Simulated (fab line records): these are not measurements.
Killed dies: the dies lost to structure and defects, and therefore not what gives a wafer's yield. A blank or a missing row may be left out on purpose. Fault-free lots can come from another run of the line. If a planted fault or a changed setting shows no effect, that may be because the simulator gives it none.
fab line records	flow n5-finfet
record lots=10	wafers=28	last-day=17
route steps=1938 shown STI_FIN_REVEAL@190 BEOL_M4@1111 PASSIVATION@1936
lots that met no fault: taken from a fault-free run of the same line
start-h: hours from the record's opening day to when the first of the lot's shown wafers began	wait-h: how many hours have passed since the lot's step before this one	" repeats the value in the row above	L1.1+2: several wafers, shown together as one row	- either no value or no given start	* or withheld: withheld	< > ~ a bound
route shown NAME@n: names a module that has steps shown in the file, with the first one's number in the route	usual: the fault-free wafers' mean and standard deviation	same: alike in all rows	chamber/n: place in a boat	sites: per-site readings	_std_site: how widely they spread, as a standard deviation	_edge_site: the outer-site mean with the inner-site mean subtracted	radius-mm: how far each site lies from the wafer's centre	mask NAME#n: copy n	behind: the tool/chamber that last shaped the wafer	hold: what put the lot on hold/how long, in hours/how the hold closed	device: transistor that didn't switch, given as n, p or np	end of line: at the end of the route, the tests of the same wafers	step lacking rows: just its recipe	killed: count of dies lost to structure and defects at first sort (not the wafer's yield)	map: dies across one wafer; x = killed, . = not, _ = none there
set.NAME: the setting as run; set.NAME@STEP: as run at that earlier step	model.NAME: the simulator's own value behind a step, which no gauge read
the route's steps for a sample of lots (tables are steps, rows are wafers)
services: a tool's chamber out of use, with start hour (start-h, from the record's first day; less than 0 if before it), hours out, and reason
## steps
# step N5_STI_FIN_REVEAL_ETCHBACK_08
# recipe chemistry=C4F6/O2	target=SiO2	target-depth-a=305	time-s=10.167	ion-energy-ev=250	pressure-mtorr=30	source-w=345	bias-w=185	Ar_flow_sccm=300	C4F6_flow_sccm=10	O2_flow_sccm=10
# usual drypump-motor-current-A=5.8/0.42	oes-product-au=0.83/0.1	rf-vpp-V=666/17	showerhead-plenum-p-Torr=2.87/0.097	throttle-valve-pct=21.1/0.3
lot.wafer	tool	chamber	start-h	wait-h	drypump-motor-current-A	oes-product-au	rf-hours-counter-h	rf-vpp-V	showerhead-plenum-p-Torr	throttle-valve-pct
L953.1	rie-diel-03	2	33.80	0.2	5.5	0.70	242	638	2.68	21.6
L953.2	"	1	"	"	5.6	0.69	221	637	2.68	21.2
L954.2	rie-diel-02	3	42.74	0.2	4.9	0.89	34	659	2.91	20.8
L954.3	"	1	"	"	5.7	0.72	206	680	2.93	21.1
L954.6	"	2	"	"	5.6	0.71	-	671	2.82	21.2
L956.2	rie-diel-06	0	51.90	0.2	6.1	0.97	1	684	3.01	20.6
L956.3	"	2	"	"	5.1	0.69	254	665	2.92	21.1
L956.6	"	0	"	"	6.1	0.96	-	684	3.01	20.6
L957.1	rie-diel-03	0	57.90	0.2	6.1	0.88	46	656	2.91	21.5
L957.2	"	3	"	"	5.7	0.96	3	700	2.91	20.9
L957.5	"	1	"	"	5.6	0.69	-	637	2.67	21.2
L960.3	rie-diel-03	3	75.94	0.1	5.7	0.93	12	699	2.91	20.9
L960.4	"	0	"	"	6.1	0.87	-	658	2.90	21.5
L965.2	rie-diel-02	1	108.30	0.3	5.7	0.70	233	679	2.92	21.1
L965.4	"	0	"	"	6.4	1.02	0	660	2.82	21.4
L965.6	"	0	"	"	6.4	1.02	-	664	2.82	21.4
L966.1	rie-diel-06	1	112.51	0.2	6.1	0.81	80	663	2.76	21.1
L966.3	"	2	"	"	5.1	0.92	9	666	2.91	20.7
L966.6	"	2	"	"	5.1	0.93	-	666	2.91	20.7
L971.2	rie-diel-06	1	141.79	0.2	6.1	0.80	92	662	2.75	21.1
L971.3	"	0	"	"	6.1	0.86	40	683	3.00	20.6
L971.4	"	1	"	"	6.1	0.80	-	662	2.75	21.1
L974.4	rie-diel-06	0	159.26	0.1	6.1	0.86	47	683	2.99	20.6
L974.5	"	0	"	"	6.1	0.85	-	682	2.99	20.6
L974.6	"	1	"	"	6.1	0.80	-	663	2.75	21.1
L976.1	rie-diel-02	2	172.30	0.2	5.6	0.67	244	669	2.80	21.3
L976.3	"	3	"	"	4.9	0.82	81	658	2.89	20.9
L976.4	"	1	"	"	5.7	0.68	254	680	2.91	21.1
# step N5_STI_FIN_REVEAL_ETCH_34
# recipe chemistry=H2	mode=isotropic	material=Si	target=Si	target-depth-a=9.7	temp-c=20	pressure-mtorr=4.5	icp-w=300	bias-w=0	h2-flow-sccm=7.5	he-flow-sccm=142.5
# usual drypump-motor-current-A=5.8/0.4	oes-product-au=1.004/0.019	throttle-valve-pct=25.5/0.45
lot.wafer	tool	chamber	start-h	wait-h	drypump-motor-current-A	oes-product-au	rf-hours-counter-h	throttle-valve-pct
L953.1	rie-si-04	1	36.68	0.2	5.7	1.018	195	25.3
L953.2	"	0	"	"	4.8	1.016	163	24.6
L954.2	rie-si-04	1	46.70	0.1	5.7	1.018	196	25.3
L954.3	"	3	"	"	6.2	1.021	1	25.1
L954.6	"	2	"	"	5.7	0.989	-	25.5
L956.2	rie-si-02	0	54.25	0.1	6.3	1.017	82	25.4
L956.3	"	2	"	"	5.8	1.017	112	26.0
L956.6	"	1	"	"	6.0	1.021	-	25.8
L957.1	rie-si-06	3	61.84	0.2	6.1	0.973	16	25.9
L957.2	"	2	"	"	6.1	1.006	42	25.6
L957.5	"	1	"	"	5.6	1.000	-	26.4
L960.3	rie-si-06	2	78.29	0.1	6.1	1.014	42	25.6
L960.4	"	0	"	"	6.2	0.965	54	25.6
L965.2	rie-si-06	3	110.85	0.1	6.0	0.986	17	25.9
L965.4	"	1	"	"	5.5	0.986	135	26.4
L965.6	"	1	"	"	5.5	0.990	-	26.3
L966.1	rie-si-04	0	114.89	0.2	4.8	1.022	165	24.6
L966.3	"	2	"	"	5.8	0.997	167	25.5
L966.6	"	1	"	"	5.7	1.022	-	25.3
L971.2	rie-si-02	1	144.66	0.1	6.0	1.028	82	25.8
L971.3	"	3	"	"	5.7	1.015	190	25.8
L971.4	"	0	"	"	6.2	1.026	84	25.4
L974.4	rie-si-04	2	161.61	0.1	5.7	0.992	168	25.5
L974.5	"	2	"	"	5.8	0.992	-	25.5
L974.6	"	1	"	"	5.7	1.025	-	25.3
L976.1	rie-si-06	2	174.70	0.2	6.1	1.018	44	25.6
L976.3	"	3	"	"	6.0	0.984	18	25.9
L976.4	"	1	"	"	5.6	0.998	137	26.4
# step N5_STI_FIN_REVEAL_OXIDATION_33
# recipe chemistry=O2_PLASMA_REMOTE	temp-c=150	time-s=20	pressure-mtorr=1000	source-power-w=2000	o2-flow-sccm=3000
# usual drypump-motor-current-A=5.65/0.3	heater-power-w=145/15
lot.wafer	tool	chamber	start-h	wait-h	drypump-motor-current-A	heater-power-w	rf-hours-counter-h
L953.1	plasma-asher-01	1	37.09	0.0	5.34	153	72
L953.2	"	0	"	"	5.26	162	72
L954.2	plasma-asher-01	0	47.11	0.0	5.27	162	74
L954.3	"	0	"	"	5.28	161	-
L954.6	"	0	"	"	5.28	161	-
L956.2	plasma-asher-01	0	54.66	0.0	5.26	159	74
L956.3	"	1	"	"	5.37	155	-
L956.6	"	0	"	"	5.28	162	-
L957.1	plasma-asher-02	1	62.29	0.0	5.77	148	36
L957.2	"	0	"	"	6.03	121	36
L957.5	"	1	"	"	5.78	147	-
L960.3	plasma-asher-02	0	78.72	0.0	6.03	120	-
L960.4	"	1	"	"	5.77	152	-
L965.2	plasma-asher-02	1	111.26	0.0	5.78	146	46
L965.4	"	0	"	"	6.01	126	-
L965.6	"	1	"	"	5.78	152	-
L966.1	plasma-asher-01	0	115.31	0.0	5.26	159	87
L966.3	"	1	"	"	5.36	152	-
L966.6	"	0	"	"	5.26	162	-
L971.2	plasma-asher-02	0	145.07	0.0	6.01	120	52
L971.3	"	1	"	"	5.77	147	-
L971.4	"	0	"	"	6.01	123	-
L974.4	plasma-asher-02	1	162.04	0.0	5.78	150	-
L974.5	"	1	"	"	5.77	148	-
L974.6	"	0	"	"	6.00	123	-
L976.1	plasma-asher-02	1	175.12	0.0	5.78	150	58
L976.3	"	1	"	"	5.79	147	-
L976.4	"	0	"	"	6.01	124	-
# step N5_STI_FIN_REVEAL_FIN_H_MEAS_10
# usual trench-depth-nm=52.4/0.78
lot.wafer	tool	chamber	start-h	wait-h	trench-depth-nm
L953.1	ocd-01	-	37.28	0.0	51.9
L953.2	"	-	"	"	52.1
L954.2	ocd-02	-	47.31	0.0	53.9
L954.3	"	-	"	"	52.5
L954.6	"	-	"	"	52.7
L956.2	ocd-02	-	54.86	0.0	51.9
L956.3	"	-	"	"	52.0
L956.6	"	-	"	"	51.9
L957.1	ocd-02	-	62.49	0.0	52.1
L957.2	"	-	"	"	53.3
L957.5	"	-	"	"	51.4
L960.3	ocd-02	-	78.90	0.0	52.6
L960.4	"	-	"	"	51.5
L965.2	ocd-02	-	111.46	0.0	52.9
L965.4	"	-	"	"	53.1
L965.6	"	-	"	"	53.3
L966.1	ocd-02	-	115.50	0.0	52.8
L966.3	"	-	"	"	52.9
L966.6	"	-	"	"	53.2
L971.2	ocd-01	-	145.27	0.0	53.1
L971.3	"	-	"	"	51.6
L971.4	"	-	"	"	52.0
L974.4	ocd-01	-	162.22	0.0	52.9
L974.5	"	-	"	"	52.9
L974.6	"	-	"	"	52.8
L976.1	ocd-02	-	175.31	0.0	51.4
L976.3	"	-	"	"	51.1
L976.4	"	-	"	"	50.1
# step N5_STI_FIN_REVEAL_INSPECT_13
# recipe inspect-instrument=darkfield	mode=post-clean
# usual raw-defect-count=11/5.1
lot.wafer	tool	chamber	start-h	wait-h	raw-defect-count
L953.1	defect-inspect-01	-	37.37	0.0	22
L953.2	"	-	"	"	12
L954.2	defect-inspect-02	-	47.40	0.0	7
L954.3	"	-	"	"	8
L954.6	"	-	"	"	19
L956.2	defect-inspect-02	-	54.95	0.0	22
L956.3	"	-	"	"	14
L956.6	"	-	"	"	7
L957.1	defect-inspect-02	-	62.58	0.0	21
L957.2	"	-	"	"	2
L957.5	"	-	"	"	4
L960.3	defect-inspect-02	-	78.98	0.0	10
L960.4	"	-	"	"	10
L965.2	defect-inspect-02	-	111.55	0.0	13
L965.4	"	-	"	"	6
L965.6	"	-	"	"	8
L966.1	defect-inspect-02	-	115.59	0.0	10
L966.3	"	-	"	"	15
L966.6	"	-	"	"	23
L971.2	defect-inspect-02	-	145.36	0.0	582
L971.3	"	-	"	"	13
L971.4	"	-	"	"	586
L974.4	defect-inspect-02	-	162.30	0.0	8
L974.5	"	-	"	"	4
L974.6	"	-	"	"	595
L976.1	defect-inspect-01	-	175.40	0.0	5
L976.3	"	-	"	"	12
L976.4	"	-	"	"	11
# step N5_BEOL_M4_RC_MEAS_101
# usual DIBL_N=36.3/1.6	DIBL_P=36.2/2	IOFF_N=0.160/0.028	IOFF_P=0.21/0.036	ION_N=677/11	ION_P=465/6.9	SS_N=71.5/0.55	SS_P=73.3/0.64	VT_N=250/3	VT_P=-250/3.5
lot.wafer	tool	chamber	start-h	wait-h	DIBL_N[mV/V]	DIBL_P[mV/V]	IOFF_N[nA/um]	IOFF_P[nA/um]	ION_N[uA/um]	ION_P[uA/um]	SS_N[mV/dec]	SS_P[mV/dec]	VT_N[mV]	VT_P[mV]
L953.1	prober-01	0	164.88	0.0	40.7	40.5	0.246	0.30	688	472	71.9	73.7	243	-246
L953.2	"	0	"	"	39.1	38.7	0.186	0.25	671	466	72.2	74.2	247	-248
L954.2	prober-02	0	168.04	0.2	35.3	35.1	0.145	0.20	682	464	70.8	72.4	250	-248
L954.3	"	0	"	"	36.1	35.6	0.159	0.21	679	471	70.7	72.5	248	-247
L954.6	"	0	"	"	36.5	36.0	0.167	0.22	675	462	70.7	72.9	249	-251
L956.2	prober-01	0	193.52	0.2	37.0	35.5	0.146	0.23	678	464	71.7	72.9	249	-247
L956.3	"	0	"	"	38.2	37.4	0.175	0.26	678	474	71.3	73.4	247	-245
L956.6	"	0	"	"	39.1	37.2	0.185	0.27	683	467	72.3	73.3	247	-243
L957.1	prober-01	0	200.16	0.0	33.3	33.7	0.114	0.15	660	456	70.6	72.6	256	-255
L957.2	"	0	"	"	34.5	34.8	0.136	0.17	679	470	70.5	72.8	255	-252
L957.5	"	0	"	"	34.5	33.9	0.139	0.16	669	457	71.2	73.1	252	-254
L960.3	prober-01	0	209.69	0.3	37.7	40.4	0.219	0.27	702	478	71.6	74.7	243	-248
L960.4	"	0	"	"	35.0	36.8	0.160	0.20	675	459	71.2	72.7	250	-252
L965.2	prober-02	0	240.42	0.2	37.0	34.4	0.143	0.18	663	460	71.6	73.0	253	-253
L965.4	"	0	"	"	35.0	33.2	0.127	0.17	668	463	70.7	72.5	253	-256
L965.6	"	0	"	"	35.2	32.7	0.130	0.16	673	459	71.0	72.9	254	-257
L966.1	prober-01	0	242.18	0.0	37.0	36.9	0.165	0.19	680	460	72.2	73.3	249	-254
L966.3	"	0	"	"	36.2	37.5	0.169	0.20	685	469	71.6	73.2	251	-252
L966.6	"	0	"	"	37.1	37.5	0.171	0.20	691	471	72.1	74.1	249	-256
L971.2	prober-01	0	280.61	0.2	37.2	37.2	0.156	0.20	675	459	71.4	73.1	252	-251
L971.3	"	0	"	"	36.1	36.7	0.142	0.19	666	457	71.4	73.5	254	-251
L971.4	"	0	"	"	34.9	35.5	0.133	0.18	673	463	71.2	72.8	252	-251
L974.4	prober-02	0	300.57	0.5	34.3	34.8	0.135	0.20	665	463	71.1	73.0	251	-249
L974.5	"	0	"	"	34.8	35.1	0.150	0.20	670	464	71.4	73.5	250	-247
L974.6	"	0	"	"	34.5	34.4	0.128	0.18	665	462	70.9	73.1	253	-252
L976.1	prober-02	0	309.49	0.0	36.5	36.4	0.155	0.19	671	453	72.0	73.5	250	-254
L976.3	"	0	"	"	35.6	35.2	0.144	0.16	678	456	71.4	73.4	251	-257
L976.4	"	0	"	"	36.0	35.8	0.139	0.17	670	452	71.6	73.5	249	-253
# step N5_PASSIVATION_PROBE_49
# usual defect-limited-yield=91.2/1.5	killed_at_M0_to_M3=36/10	killed_at_M4_up=13/6	killed-at-contacts=11/5.2	killed-at-front-end=40/11	killed-at-other=3.1/2.9	killed-dies=104/17	killed-on-rim=14/3.6	killed-open=66/12	killed-short=34/7.7	sort_bin_5_function=5.1/0.91	sort_bin_6_memory=3.2/0.67	sort-n-pass=1076/17	sort-yield-pct=91.2/1.5
# same gross-dies=1180	killed-at-back-side=0	sort_bin_4_leakage[%]=0	sort_bin_8_speed[%]=0
lot.wafer	tool	chamber	start-h	wait-h	defect-limited-yield[%]	killed_at_M0_to_M3	killed_at_M4_up	killed-at-contacts	killed-at-front-end	killed-at-other	killed-dies	killed-on-rim	killed-open	killed-short	sort_bin_5_function[%]	sort_bin_6_memory[%]	sort-n-pass	sort-yield-pct[%]
L954.2	prober-01	-	272.63	0.1	88.9	26	21	14	61	9	131	14	85	36	6.3	3.6	1049	88.9
L954.3	prober-01	-	272.68	0.1	88.7	56	14	13	44	6	133	21	70	54	5.8	4.4	1047	88.7
L954.6	prober-01	-	272.83	0.3	92.8	18	7	19	39	2	85	11	42	34	3.3	2.7	1095	92.8
L953.1	prober-02	-	283.88	0.0	89.1	59	13	3	52	2	129	17	82	46	5.8	4.7	1051	89.1
L953.2	prober-02	-	283.93	0.1	88.3	59	16	10	51	2	138	18	90	43	6.5	4.6	1042	88.3
L956.2	prober-02	-	299.51	0.1	92.4	23	17	16	28	6	90	14	51	34	4.5	3.0	1090	92.4
L956.3	prober-02	-	299.56	0.1	91.7	34	21	10	32	1	98	11	60	35	5.5	2.6	1082	91.7
L956.6	prober-02	-	299.71	0.3	90.9	34	22	18	30	3	107	14	73	32	5.3	3.7	1073	90.9
L957.1	prober-01	-	301.01	0.3	91.7	37	23	11	18	9	98	15	69	24	4.5	3.3	1082	91.7
L957.2	prober-01	-	301.06	0.3	91.8	36	20	14	20	7	97	10	74	23	4.6	3.5	1083	91.8
L957.5	prober-01	-	301.21	0.5	88.9	46	22	9	43	11	131	14	84	37	5.8	4.3	1049	88.9
L960.3	prober-01	-	310.75	0.1	89.7	35	11	21	50	5	122	15	77	42	5.6	4.2	1058	89.7
L960.4	prober-01	-	310.80	0.2	91.9	43	7	16	26	4	96	12	60	34	4.8	3.0	1084	91.9
L965.2	prober-02	-	349.36	0.1	88.4	45	22	12	53	5	137	16	86	48	6.9	4.6	1043	88.4
L965.4	prober-02	-	349.46	0.2	92.1	39	11	5	36	2	93	15	57	30	4.4	2.9	1087	92.1
L965.6	prober-02	-	349.56	0.3	90.7	37	12	11	44	6	110	21	64	43	6.4	2.5	1070	90.7
L966.1	prober-02	-	352.91	0.7	91.5	35	13	17	34	1	100	13	68	32	5.1	3.3	1080	91.5
L966.3	prober-02	-	353.01	0.8	92.8	38	10	6	30	1	85	9	63	20	4.7	2.4	1095	92.8
L966.6	prober-02	-	353.16	0.9	90.9	29	18	11	45	4	107	9	72	35	5.7	3.3	1073	90.9
L971.2	prober-01	-	388.72	0.1	85.0	35	6	6	126	4	177	23	54	39	8.6	4.0	1003	85.0
L971.3	prober-01	-	388.77	0.1	90.4	43	12	17	41	0	113	14	73	36	5.1	3.8	1067	90.4
L971.4	prober-01	-	388.82	0.2	87.1	26	7	9	109	1	152	23	47	24	8.5	3.1	1028	87.1
L974.4	prober-02	-	403.17	0.2	90.8	33	33	7	36	0	109	11	77	31	5.1	4.1	1071	90.8
L974.5	prober-02	-	403.22	0.2	93.8	25	10	7	31	0	73	10	48	25	3.9	2.2	1107	93.8
L974.6	prober-02	-	403.27	0.3	84.7	34	17	8	121	0	180	28	71	20	9.0	3.4	1000	84.7
L976.1	prober-01	-	417.80	0.0	92.0	37	13	11	27	6	94	12	55	33	5.3	2.5	1086	92.0
L976.3	prober-01	-	417.90	0.1	90.2	55	12	9	34	6	116	14	72	41	6.2	3.5	1064	90.2
L976.4	prober-01	-	417.95	0.2	90.9	44	12	13	32	6	107	12	65	31	5.0	3.4	1073	90.9
# killed by level:class
L954.2 FIN_SAQP:geometric-particle:open=22 MOL_CONTACT_COAG:geometric-particle:open=12 HKMG_FIN:area-etch=9 BEOL_M0_SAQP:geometric-particle:open=6 BEOL_M1:geometric-particle:short=6 DUMMY_GATE:geometric-particle:open=5 PAD_METAL:geometric-particle:open=5 BEOL_M1:geometric-particle:open=4
L954.3 BEOL_M0_SAQP:geometric-particle:open=16 BEOL_M0_SAQP:geometric-particle:short=13 GATE_CUT:geometric-particle:short=10 MOL_CONTACT_COAG:geometric-particle:open=9 BEOL_M2:geometric-particle:open=9 HKMG_FIN:area-etch=9 BEOL_M1:geometric-particle:short=7 FIN_SAQP:geometric-particle:open=6
L954.6 MOL_CONTACT_COAG:geometric-particle:open=11 HKMG_FIN:area-etch=8 MOL_CONTACT_COAG:geometric-particle:short=7 BEOL_M0_SAQP:geometric-particle:short=6 BEOL_M0_SAQP:geometric-particle:open=6 FIN_SAQP:geometric-particle:open=5 STI_FIN_REVEAL:geometric-particle:open=5 GATE_CUT:geometric-particle:short=4
L953.1 BEOL_M0_SAQP:geometric-particle:short=14 STI_FIN_REVEAL:geometric-particle:open=12 FIN_SAQP:geometric-particle:open=9 BEOL_M1:geometric-particle:open=9 BEOL_M2:geometric-particle:open=9 BEOL_M0_SAQP:geometric-particle:open=8 GATE_CUT:geometric-particle:short=7 GATE_CUT:geometric-particle:open=5
L953.2 STI_FIN_REVEAL:geometric-particle:open=17 BEOL_M0_SAQP:geometric-particle:open=12 BEOL_M3:geometric-particle:open=11 FIN_SAQP:geometric-particle:open=10 BEOL_M0_SAQP:geometric-particle:short=9 FIN_SAQP:geometric-particle:short=8 MOL_CONTACT_COAG:geometric-particle:open=8 GATE_CUT:geometric-particle:short=5
L956.2 FIN_SAQP:geometric-particle:open=11 MOL_CONTACT_COAG:geometric-particle:open=8 MOL_CONTACT_COAG:geometric-particle:short=7 BEOL_M4:geometric-particle:open=7 BEOL_M3:geometric-particle:open=6 FIN_SAQP:geometric-particle:short=4 BEOL_M0_SAQP:geometric-particle:short=4 STARTING-WAFER:geometric-particle:open=4
L956.3 FIN_SAQP:geometric-particle:short=11 BEOL_M0_SAQP:geometric-particle:short=10 FIN_SAQP:geometric-particle:open=9 MOL_CONTACT_COAG:geometric-particle:open=9 BEOL_M0_SAQP:geometric-particle:open=9 BEOL_M1:geometric-particle:open=8 BEOL_M4:geometric-particle:open=5 BEOL_M6:geometric-particle:open=4
L956.6 MOL_CONTACT_COAG:geometric-particle:open=15 FIN_SAQP:geometric-particle:open=9 BEOL_M4:geometric-particle:open=7 BEOL_M0_SAQP:geometric-particle:short=6 BEOL_M1:geometric-particle:open=6 BEOL_M3:geometric-particle:open=6 BEOL_M0_SAQP:geometric-particle:open=5 BEOL_M4:geometric-particle:short=4
L957.1 BEOL_M1:geometric-particle:open=13 BEOL_M4:geometric-particle:open=10 MOL_CONTACT_COAG:geometric-particle:open=8 BEOL_M0:geometric-particle:open=7 STI_FIN_REVEAL:geometric-particle:open=6 BEOL_M0_SAQP:geometric-particle:open=6 BEOL_M4:geometric-particle:short=6 PASS1_CAP:geometric-particle:open=4
L957.2 BEOL_M4:geometric-particle:open=13 MOL_CONTACT_COAG:geometric-particle:open=12 BEOL_M0:geometric-particle:open=8 FIN_SAQP:geometric-particle:open=7 BEOL_M0_SAQP:geometric-particle:open=7 BEOL_M3:geometric-particle:open=7 BEOL_M0_SAQP:geometric-particle:short=5 FIN_SAQP:geometric-particle:short=4
L957.5 BEOL_M0_SAQP:geometric-particle:open=11 STI_FIN_REVEAL:geometric-particle:open=10 BEOL_M0_SAQP:geometric-particle:short=10 BEOL_M2:geometric-particle:open=10 BEOL_M4:geometric-particle:open=9 MOL_CONTACT_COAG:geometric-particle:open=7 BEOL_M3:geometric-particle:open=7 FIN_SAQP:geometric-particle:short=6
L960.3 FIN_SAQP:geometric-particle:short=25 MOL_CONTACT_COAG:geometric-particle:open=15 BEOL_M1:geometric-particle:open=12 FIN_SAQP:geometric-particle:open=7 STI_FIN_REVEAL:geometric-particle:open=7 BEOL_M3:geometric-particle:open=6 BEOL_M2:geometric-particle:open=5 MOL_CONTACT_COAG:geometric-particle:short=5
L960.4 MOL_CONTACT_COAG:geometric-particle:open=13 BEOL_M0_SAQP:geometric-particle:short=12 BEOL_M0_SAQP:geometric-particle:open=12 GATE_CUT:geometric-particle:open=7 BEOL_M3:geometric-particle:open=7 BEOL_M1:geometric-particle:short=5 FIN_SAQP:geometric-particle:open=4 DUMMY_GATE:geometric-particle:open=3
L965.2 BEOL_M0_SAQP:geometric-particle:open=14 FIN_SAQP:geometric-particle:short=12 FIN_SAQP:geometric-particle:open=12 BEOL_M0_SAQP:geometric-particle:short=11 STI_FIN_REVEAL:geometric-particle:open=10 MOL_CONTACT_COAG:geometric-particle:open=10 BEOL_M4:geometric-particle:open=9 BEOL_M1:geometric-particle:open=5
L965.4 BEOL_M0_SAQP:geometric-particle:short=9 STI_FIN_REVEAL:geometric-particle:open=8 BEOL_M3:geometric-particle:open=7 FIN_SAQP:geometric-particle:short=6 BEOL_M0_SAQP:geometric-particle:open=6 BEOL_M1:geometric-particle:open=6 FIN_SAQP:geometric-particle:open=5 BEOL_M2:geometric-particle:open=5
L965.6 FIN_SAQP:geometric-particle:open=11 FIN_SAQP:geometric-particle:short=11 BEOL_M2:geometric-particle:open=11 MOL_CONTACT_COAG:geometric-particle:open=10 BEOL_M0_SAQP:geometric-particle:short=8 BEOL_M3:geometric-particle:open=7 GATE_CUT:geometric-particle:short=6 MIM_TOP:geometric-particle:short=6
L966.1 MOL_CONTACT_COAG:geometric-particle:open=14 BEOL_M3:geometric-particle:open=11 BEOL_M2:geometric-particle:open=9 FIN_SAQP:geometric-particle:short=7 FIN_SAQP:geometric-particle:open=6 BEOL_M0:geometric-particle:open=5 STARTING-WAFER:geometric-particle:open=5 DUMMY_GATE:geometric-particle:open=4
L966.3 BEOL_M3:geometric-particle:open=12 BEOL_M0_SAQP:geometric-particle:open=8 STI_FIN_REVEAL:geometric-particle:open=6 MOL_CONTACT_COAG:geometric-particle:open=6 FIN_SAQP:geometric-particle:open=5 DUMMY_GATE:geometric-particle:open=5 BEOL_M2:geometric-particle:open=5 SPACER0:geometric-particle:open=4
L966.6 FIN_SAQP:geometric-particle:open=12 MOL_CONTACT_COAG:geometric-particle:open=9 BEOL_M3:geometric-particle:open=9 BEOL_M5:geometric-particle:open=7 FIN_SAQP:geometric-particle:short=6 DUMMY_GATE:geometric-particle:open=6 BEOL_M4:geometric-particle:open=6 GATE_CUT:geometric-particle:short=5
L971.2 STI_FIN_REVEAL:unspecified=82 FIN_SAQP:geometric-particle:short=10 FIN_SAQP:geometric-particle:open=10 BEOL_M0_SAQP:geometric-particle:short=10 BEOL_M0_SAQP:geometric-particle:open=9 STARTING-WAFER:geometric-particle:short=8 DUMMY_GATE:geometric-particle:open=7 BEOL_M3:geometric-particle:open=7
L971.3 FIN_SAQP:geometric-particle:open=14 MOL_CONTACT_COAG:geometric-particle:open=13 BEOL_M0_SAQP:geometric-particle:short=11 FIN_SAQP:geometric-particle:short=10 BEOL_M0_SAQP:geometric-particle:open=9 BEOL_M2:geometric-particle:open=9 BEOL_M4:geometric-particle:open=6 DUMMY_GATE:geometric-particle:open=5
L971.4 STI_FIN_REVEAL:unspecified=78 FIN_SAQP:geometric-particle:open=11 FIN_SAQP:geometric-particle:short=11 BEOL_M3:geometric-particle:open=7 MOL_CONTACT_COAG:geometric-particle:open=6 BEOL_M2:geometric-particle:open=5 BEOL_M0_SAQP:geometric-particle:short=3 BEOL_M0_SAQP:geometric-particle:open=3
L974.4 BEOL_M4:geometric-particle:open=21 BEOL_M0_SAQP:geometric-particle:open=9 FIN_SAQP:geometric-particle:open=8 GATE_CUT:geometric-particle:short=6 BEOL_M1:geometric-particle:open=6 STI_FIN_REVEAL:geometric-particle:open=5 MOL_CONTACT_COAG:geometric-particle:open=5 BEOL_M2:geometric-particle:open=5
L974.5 FIN_SAQP:geometric-particle:short=9 FIN_SAQP:geometric-particle:open=6 BEOL_M0_SAQP:geometric-particle:open=6 MOL_CONTACT_COAG:geometric-particle:open=5 BEOL_M4:geometric-particle:open=5 BEOL_M3:geometric-particle:open=5 BEOL_M0_SAQP:geometric-particle:short=4 BEOL_M1:geometric-particle:open=4
L974.6 STI_FIN_REVEAL:unspecified=81 FIN_SAQP:geometric-particle:open=14 BEOL_M3:geometric-particle:open=11 BEOL_M4:geometric-particle:open=10 MOL_CONTACT_COAG:geometric-particle:open=8 BEOL_M0_SAQP:geometric-particle:open=8 HKMG_FIN:area-etch=8 BEOL_M0_SAQP:geometric-particle:short=6
L976.1 BEOL_M0_SAQP:geometric-particle:short=12 MOL_CONTACT_COAG:geometric-particle:open=9 BEOL_M0_SAQP:geometric-particle:open=9 STI_FIN_REVEAL:geometric-particle:open=6 BEOL_M3:geometric-particle:open=5 STARTING-WAFER:geometric-particle:open=4 FIN_SAQP:geometric-particle:short=3 SPACER0:geometric-particle:short=3
L976.3 BEOL_M0_SAQP:geometric-particle:short=23 BEOL_M0_SAQP:geometric-particle:open=17 FIN_SAQP:geometric-particle:open=9 MOL_CONTACT_COAG:geometric-particle:open=8 STI_FIN_REVEAL:geometric-particle:open=6 BEOL_M4:geometric-particle:open=6 FIN_SAQP:geometric-particle:short=5 BEOL_M2:geometric-particle:open=4
L976.4 BEOL_M0_SAQP:geometric-particle:open=12 MOL_CONTACT_COAG:geometric-particle:open=10 BEOL_M0_SAQP:geometric-particle:short=10 BEOL_M3:geometric-particle:open=8 FIN_SAQP:geometric-particle:short=6 FIN_SAQP:geometric-particle:open=6 BEOL_M4:geometric-particle:open=6 HKMG_FIN:area-etch=6
## services
tool	chamber	start-h	hours	kind
rie-diel-06	-	13.91	0.5	repair
rie-diel-03	0	14.41	13.1	repair
rie-diel-06	0	25.37	-	clean
rie-diel-06	0	25.37	-	consumable-replace:focus-ring
rie-diel-06	0	25.37	-	consumable-replace:showerhead
rie-diel-06	0	25.37	20.9	scheduled-down
rie-diel-06	0	25.37	20.9	vent-cycle
rie-diel-06	2	52.54	19.3	repair
rie-si-06	2	64.87	7.6	repair
rie-diel-03	-	65.45	0.9	repair
rie-si-04	2	66.32	3.5	repair
rie-diel-06	2	72.52	-	clean
rie-diel-06	2	72.52	-	consumable-replace:focus-ring
rie-diel-06	2	72.52	13.8	scheduled-down
rie-diel-06	2	72.52	13.8	vent-cycle
rie-diel-02	-	84.41	2.8	pm
rie-diel-06	1	86.68	6.4	repair
rie-diel-06	3	86.70	63.1	repair
rie-diel-06	2	88.79	6.8	repair
rie-diel-06	-	92.52	4.2	repair
rie-si-06	3	115.79	12.2	repair
rie-si-06	0	158.76	4.7	repair
rie-si-02	1	168.95	2.5	repair
rie-si-02	-	173.64	2.8	pm
## key
first-sign step=N5_STI_FIN_REVEAL_INSPECT_13	reading=raw-defect-count	direction=up	sigmas=99+	usual=11	struck=588
effect step=N5_PASSIVATION_PROBE_49	reading=killed-at-front-end	direction=up	sigmas=7.1	usual=40	struck=119
more-kills-born-at N5_STI_FIN_REVEAL_ETCHBACK_08@rie-diel-06=241
met-at N5_STI_FIN_REVEAL_ETCHBACK_08
struck-lots L971,L974
struck-wafers L971.2,L971.4,L974.6
not-acting-at N5_STI_FIN_REVEAL_ETCH_34,N5_STI_FIN_REVEAL_OXIDATION_33,N5_STI_FIN_REVEAL_FIN_H_MEAS_10
onset-between 112.51 141.79
fault kind=chamber-particle-source	tool=rie-diel-06	chamber=1	onset-h=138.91	steps=N5_STI_FIN_REVEAL_ETCHBACK_08	rate-per-visit-cm2=0.87031	end-h=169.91
